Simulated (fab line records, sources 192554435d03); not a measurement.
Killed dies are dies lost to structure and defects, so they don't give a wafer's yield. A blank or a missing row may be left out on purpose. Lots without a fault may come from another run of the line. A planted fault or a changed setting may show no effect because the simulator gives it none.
fab line records | flow n5_finfet
record lots=10 wafers=30 last_day=17
route steps=1938 shown BEOL_M3@1000 BEOL_M4@1111
lots that met no fault: from a run of the same line without faults
start_h: hours from the record's first day to the start of the lot's first wafer shown | wait_h: hours since the lot's step before | " the same as in the row above | L1.1+2: a row that stands for several wafers | - no value, or no start given | * or withheld: withheld | < > ~ a bound
route shown NAME@n: a module of which the file shows steps, and the number in the route of the first | usual: mean/standard deviation of fault-free wafers | same: alike in all rows | chamber/n: place in a boat | sites: the reading at each site | _std_site: their standard deviation | _edge_site: outer sites' mean less inner sites' | radius_mm: how far each site lies from the wafer's centre | mask NAME#n: copy n | behind: the tool/chamber that last shaped the wafer | hold: why the lot was held/for how many hours/how that ended | device: the transistor (n, p or np) that didn't switch | end of line: the same wafers' tests at the end of the route | a step without rows: its recipe alone | killed: dies lost to structure and defects at the first sort, not the wafer's yield | map: a wafer's dies, x killed, . not, _ none there
set.NAME: the setting as run; set.NAME@STEP: as run at that earlier step | model.NAME: the simulator's own value behind a step, which no gauge read
steps of the route over a sample of lots; a table a step, a row a wafer
services: from which hour (start_h, from the record's first day; less than 0 if before it) a tool's chamber was out of use, for how many hours, and why
## steps
# step N5_BEOL_M3_SPUTTER_86
# recipe material=Cu target_thk_a=45 temp_c=-20 chamber_pressure_pa=0.07 power_w=withheld time_s=8.29
# usual chamber_pressure_pa=0.07003/0.00013 chuck_sensor_temp_C=-15.8/0.4 throttle_valve_pct=30.0/1.1
# columns lot.wafer tool chamber start_h wait_h chamber_pressure_pa chuck_sensor_temp_C throttle_valve_pct
L846.2 pvd_sputter-03 - 152.68 0.1 0.06974 -16.4 31.6
L846.3 " - " " 0.06991 -15.5 29.8
L846.6 " - " " 0.06978 -15.6 29.4
L847.2 pvd_sputter-02 - 160.28 0.1 0.06994 -15.6 28.5
L847.5 " - " " 0.06992 -16.5 29.3
L847.6 " - " " 0.07007 -15.5 28.8
L849.2 pvd_sputter-02 - 164.82 0.1 0.07009 -15.4 28.8
L849.5 " - " " 0.06998 -16.5 29.3
L849.6 " - " " 0.07005 -15.4 28.7
L850.1 pvd_sputter-01 - 170.10 0.1 0.06997 -16.1 30.1
L850.3 " - " " 0.06997 -15.5 29.3
L850.5 " - " " 0.06986 -15.5 29.4
L854.2 pvd_sputter-01 - 198.00 0.1 0.07034 -15.8 30.3
L854.4 " - " " 0.06987 -15.9 31.4
L854.6 " - " " 0.07007 -15.5 29.5
L856.3 pvd_sputter-01 - 216.46 0.1 0.06983 -15.9 30.4
L856.4 " - " " 0.07002 -15.5 29.6
L856.5 " - " " 0.07017 -15.9 31.5
L858.1 pvd_sputter-03 - 224.67 0.1 0.07014 -16.1 30.8
L858.2 " - " " 0.06993 -15.4 28.5
L858.5 " - " " 0.07014 -16.2 31.5
L862.3 pvd_sputter-03 - 244.84 0.1 0.07016 -15.6 29.8
L862.4 " - " " 0.06991 -15.2 28.6
L862.6 " - " " 0.0702 -15.4 28.5
L864.2 pvd_sputter-03 - 264.50 0.1 0.07006 -15.3 28.3
L864.4 " - " " 0.07005 -15.9 30.9
L864.6 " - " " 0.07009 -16.2 31.7
L868.2 pvd_sputter-03 - 277.55 0.1 0.07009 -15.8 30.8
L868.3 " - " " 0.07008 -16.1 31.8
L868.4 " - " " 0.06999 -15.2 28.6
# step N5_BEOL_M3_ANNEAL_95
# recipe temp_c=400 time_s=240 ambient=vacuum
# usual heater_power_w=831/62
# columns lot.wafer tool chamber start_h wait_h heater_power_w
L846.2 pvd_sputter-03 - 153.64 0.0 791
L846.3 " - " " 831
L846.6 " - " " 835
L847.2 pvd_sputter-02 - 161.24 0.0 826
L847.5 " - " " 827
L847.6 " - " " 824
L849.2 pvd_sputter-02 - 165.78 0.0 804
L849.5 " - " " 858
L849.6 " - " " 824
L850.1 pvd_sputter-01 - 171.06 0.0 962
L850.3 " - " " 738
L850.5 " - " " 736
L854.2 pvd_sputter-01 - 198.96 0.0 893
L854.4 " - " " 767
L854.6 " - " " 732
L856.3 pvd_sputter-01 - 217.42 0.0 885
L856.4 " - " " 752
L856.5 " - " " 757
L858.1 pvd_sputter-03 - 225.63 0.0 797
L858.2 " - " " 818
L858.5 " - " " 790
L862.3 pvd_sputter-03 - 245.80 0.0 868
L862.4 " - " " 808
L862.6 " - " " 801
L864.2 pvd_sputter-03 - 265.46 0.0 822
L864.4 " - " " 790
L864.6 " - " " 790
L868.2 pvd_sputter-03 - 278.51 0.0 777
L868.3 " - " " 778
L868.4 " - " " 819
# step N5_BEOL_M3_SPUTTER_96
# recipe material=Cu target_thk_a=45 temp_c=-20 chamber_pressure_pa=0.07 power_w=withheld time_s=8.29
# usual chamber_pressure_pa=0.07001/0.00013 chuck_sensor_temp_C=-15.8/0.4 throttle_valve_pct=29.9/1
# columns lot.wafer tool chamber start_h wait_h chamber_pressure_pa chuck_sensor_temp_C throttle_valve_pct
L846.2 pvd_sputter-03 - 153.78 0.1 0.07 -16.3 31.6
L846.3 " - " " 0.06975 -15.7 29.7
L846.6 " - " " 0.06981 -15.5 29.5
L847.2 pvd_sputter-02 - 161.38 0.1 0.07014 -15.4 28.8
L847.5 " - " " 0.06989 -16.7 29.2
L847.6 " - " " 0.06999 -15.3 28.4
L849.2 pvd_sputter-02 - 165.92 0.1 0.06987 -15.4 28.7
L849.5 " - " " 0.07009 -16.2 29.1
L849.6 " - " " 0.06992 -15.4 28.4
L850.1 pvd_sputter-01 - 171.20 0.1 0.06997 -16.0 30.2
L850.3 " - " " 0.07011 -15.7 29.6
L850.5 " - " " 0.07003 -15.5 29.3
L854.2 pvd_sputter-01 - 199.10 0.1 0.07015 -15.9 30.2
L854.4 " - " " 0.06972 -15.9 31.3
L854.6 " - " " 0.07022 -15.5 29.4
L856.3 pvd_sputter-01 - 217.56 0.1 0.06993 -15.9 30.3
L856.4 " - " " 0.07007 -15.4 29.3
L856.5 " - " " 0.06997 -15.9 31.2
L858.1 pvd_sputter-03 - 225.77 0.1 0.07 -15.9 30.5
L858.2 " - " " 0.06975 -15.4 28.6
L858.5 " - " " 0.07003 -16.2 32.1
L862.3 pvd_sputter-03 - 245.94 0.1 0.0701 -15.6 29.7
L862.4 " - " " 0.0697 -15.3 28.7
L862.6 " - " " 0.06996 -15.2 28.4
L864.2 pvd_sputter-03 - 265.60 0.1 0.07025 -15.3 28.4
L864.4 " - " " 0.07018 -16.1 30.5
L864.6 " - " " 0.06991 -16.1 31.6
L868.2 pvd_sputter-03 - 278.65 0.1 0.07012 -16.0 30.5
L868.3 " - " " 0.07001 -16.2 31.8
L868.4 " - " " 0.0699 -15.1 28.7
# step N5_BEOL_M3_ECD_50
# recipe material=Cu target_thk_a=3000
# columns lot.wafer tool chamber start_h wait_h
L846.2+3+6 ecd_cu-01 0 153.91 0.1
L847.2+5+6 ecd_cu-02 1,1,0 161.49 0.1
L849.2+5+6 ecd_cu-02 1,1,0 166.04 0.1
L850.1+3+5 ecd_cu-02 1 171.32 0.1
L854.2+4+6 ecd_cu-01 0,1,1 199.22 0.1
L856.3+4+5 ecd_cu-01 0,1,0 217.69 0.1
L858.1+2+5 ecd_cu-01 1,0,1 225.89 0.1
L862.3+4+6 ecd_cu-01 1,0,1 246.07 0.1
L864.2+4+6 ecd_cu-01 1 265.72 0.1
L868.2+3+4 ecd_cu-01 1,0,1 278.77 0.1
# step N5_BEOL_M3_CMP_52
# recipe stop_on=SiOC t_overpolish_s=6.8 down_force_psi=1 platen_rpm=50 clearing_platen_down_force_psi=1.5 clearing_platen_rpm=50 post_cmp_clean=cu_alkaline target_thk_nm=40 clearing_platen_pad_velocity_m_s=0.99484 pad_velocity_m_s=0.99484
# usual motor_current_A=6.1/0.47 time_to_endpoint_s=62.4/2.6
# columns lot.wafer tool chamber start_h wait_h motor_current_A time_to_endpoint_s
L846.2 cmp-03 0 154.33 0.2 5.6 59.4
L846.3 " 2 " " 6.6 63.3
L846.6 " 0 " " 5.4 60.7
L847.2 cmp-03 0 161.87 0.2 5.3 59.0
L847.5 " 0 " " 5.8 63.4
L847.6 " 1 " " 6.0 63.5
L849.2 cmp-04 1 166.64 0.3 5.6 65.3
L849.6 " 2 " " 5.9 65.7
L849.5 " 3 " " 6.2 68.2
L850.1 cmp-01 0 171.77 0.3 6.2 62.4
L850.3 " 1 " " 7.1 60.8
L850.5 " 2 " " 5.1 62.5
L854.2 cmp-04 2 199.65 0.3 5.9 60.8
L854.4 " 0 " " 6.2 59.8
L854.6 " 2 " " 6.1 58.4
L856.4 cmp-01 2 218.09 0.2 5.7 63.1
L856.3 " 3 " " 5.6 66.8
L856.5 " 1 " " 7.2 68.9
L858.1 cmp-01 1 226.60 0.3 7.6 65.4
L858.2 " 3 " " 5.8 67.3
L858.5 " 0 " " 6.5 65.4
L862.4 cmp-01 1 246.51 0.2 7.0 58.4
L862.3 " 2 " " 5.3 117.9
L862.6 " 3 " " 5.7 66.5
L864.4 cmp-01 1 266.13 0.2 7.2 59.4
L864.2 " 3 " " 5.9 123.6
L864.6 " 1 " " 7.1 62.8
L868.3 cmp-03 1 279.15 0.2 6.4 125.0
L868.4 " 2 " " 6.1 65.1
L868.2 " 0 " " 5.6 127.2
# step N5_BEOL_M4_RC_MEAS_101
# usual DIBL_N=36.0/1.7 DIBL_P=36.0/2 IOFF_N=0.156/0.028 IOFF_P=0.21/0.04 ION_N=673/12 ION_P=463/8.3 SS_N=71.4/0.6 SS_P=73.3/0.66 VT_N=250/3 VT_P=-250/3.8
# columns lot.wafer tool chamber start_h wait_h DIBL_N[mV/V] DIBL_P[mV/V] IOFF_N[nA/um] IOFF_P[nA/um] ION_N[uA/um] ION_P[uA/um] SS_N[mV/dec] SS_P[mV/dec] VT_N[mV] VT_P[mV]
L846.2 prober-01 0 165.53 0.2 35.2 35.4 0.146 0.20 668 470 71.2 73.2 252 -250
L846.3 " 0 " " 33.2 33.1 0.118 0.16 661 461 70.4 73.0 254 -253
L846.6 " 0 " " 33.7 34.3 0.132 0.19 667 458 71.0 72.7 252 -250
L847.2 prober-01 0 173.52 0.2 33.3 32.2 0.102 0.17 653 460 70.6 72.2 256 -253
L847.5 " 0 " " 35.7 35.4 0.135 0.20 654 456 72.1 73.7 254 -251
L847.6 " 0 " " 35.2 34.4 0.136 0.20 666 459 71.4 72.7 254 -249
L849.2 prober-02 0 179.55 0.5 36.9 36.3 0.167 0.18 677 461 71.3 73.6 250 -254
L849.5 " 0 " " 36.9 35.9 0.153 0.18 660 448 71.9 73.7 255 -255
L849.6 " 0 " " 34.7 34.3 0.123 0.16 672 457 70.7 72.6 254 -254
L850.1 prober-01 0 181.50 0.0 36.4 39.0 0.167 0.26 684 469 72.0 73.6 249 -245
L850.3 " 0 " " 35.6 36.4 0.153 0.22 667 466 71.8 72.4 253 -247
L850.5 " 0 " " 35.0 36.8 0.141 0.21 660 462 70.9 73.0 251 -249
L854.2 prober-02 0 208.03 0.2 36.1 35.1 0.155 0.20 669 462 71.7 73.6 252 -251
L854.4 " 0 " " 36.3 35.6 0.168 0.22 681 465 70.9 73.2 248 -247
L854.6 " 0 " " 36.6 35.9 0.159 0.22 673 461 71.8 74.5 251 -250
L856.3 prober-02 0 227.16 0.3 32.3 32.4 0.112 0.19 658 462 70.2 72.7 254 -249
L856.4 " 0 " " 34.6 35.4 0.156 0.23 682 467 71.0 73.5 250 -247
L856.5 " 0 " " 34.7 35.3 0.142 0.22 660 459 71.6 73.2 252 -247
L858.1 prober-02 0 238.77 0.0 35.4 35.3 0.164 0.23 678 467 71.0 72.4 247 -245
L858.2 " 0 " " 33.6 34.6 0.139 0.23 672 474 70.8 72.7 248 -247
L858.5 " 0 " " 35.8 36.7 0.188 0.27 695 480 71.8 73.8 246 -245
L862.3 prober-02 0 263.12 0.3 38.2 39.8 0.180 0.26 676 466 71.8 73.4 248 -246
L862.4 " 0 " " 37.0 38.4 0.150 0.23 660 456 71.2 73.9 251 -247
L862.6 " 0 " " 34.4 35.9 0.121 0.20 663 460 70.9 72.9 253 -250
L864.2 prober-01 0 275.87 0.2 34.1 35.3 0.130 0.16 660 447 71.4 72.9 252 -257
L864.4 " 0 " " 33.2 33.7 0.116 0.15 672 451 71.2 72.9 251 -256
L864.6 " 0 " " 32.0 32.7 0.098 0.13 652 450 70.7 72.6 257 -257
L868.2 prober-01 0 298.67 0.2 35.1 35.2 0.132 0.16 676 463 70.9 72.4 251 -254
L868.3 " 0 " " 36.1 36.0 0.156 0.18 674 461 71.5 73.2 250 -256
L868.4 " 0 " " 35.9 36.8 0.150 0.19 680 462 71.0 72.9 251 -253
## services
# columns tool chamber start_h hours kind
pvd_sputter-01 - 129.72 1.9 repair
cmp-03 - 131.85 - consumable_replace:conditioner
cmp-03 - 131.85 - consumable_replace:pad
cmp-03 - 141.38 0.2 repair
cmp-04 - 152.57 1.3 repair
ecd_cu-02 - 152.82 1.5 repair
cmp-04 - 176.96 4.8 pm
ecd_cu-01 - 185.41 3.5 repair
cmp-03 - 219.00 2.2 repair
cmp-01 - 221.34 4.7 pm
cmp-04 - 223.57 4.0 pm
cmp-04 - 227.57 - consumable_replace:conditioner
cmp-04 - 227.57 - consumable_replace:pad
ecd_cu-02 - 228.96 1.5 repair
cmp-04 - 247.54 5.0 repair
## key
first_sign step=N5_BEOL_M3_CMP_52 reading=time_to_endpoint_s direction=up sigmas=23 usual=* struck=*
effect none on later readings
met_at N5_BEOL_M3_ECD_50
struck_lots L862,L864,L868
struck_wafers L862.3,L864.2,L868.2,L868.3
not_acting_at N5_BEOL_M3_SPUTTER_86,N5_BEOL_M3_ANNEAL_95,N5_BEOL_M3_SPUTTER_96
onset_between 225.89 246.07
fault kind=process_parameter_drift tool=ecd_cu-01 chamber=- onset_h=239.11 steps=N5_BEOL_M3_ECD_50 channel=target_thk_a offset=* shape=step end_h=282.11 scope=struck_wafers_only acts_in=* stated=*
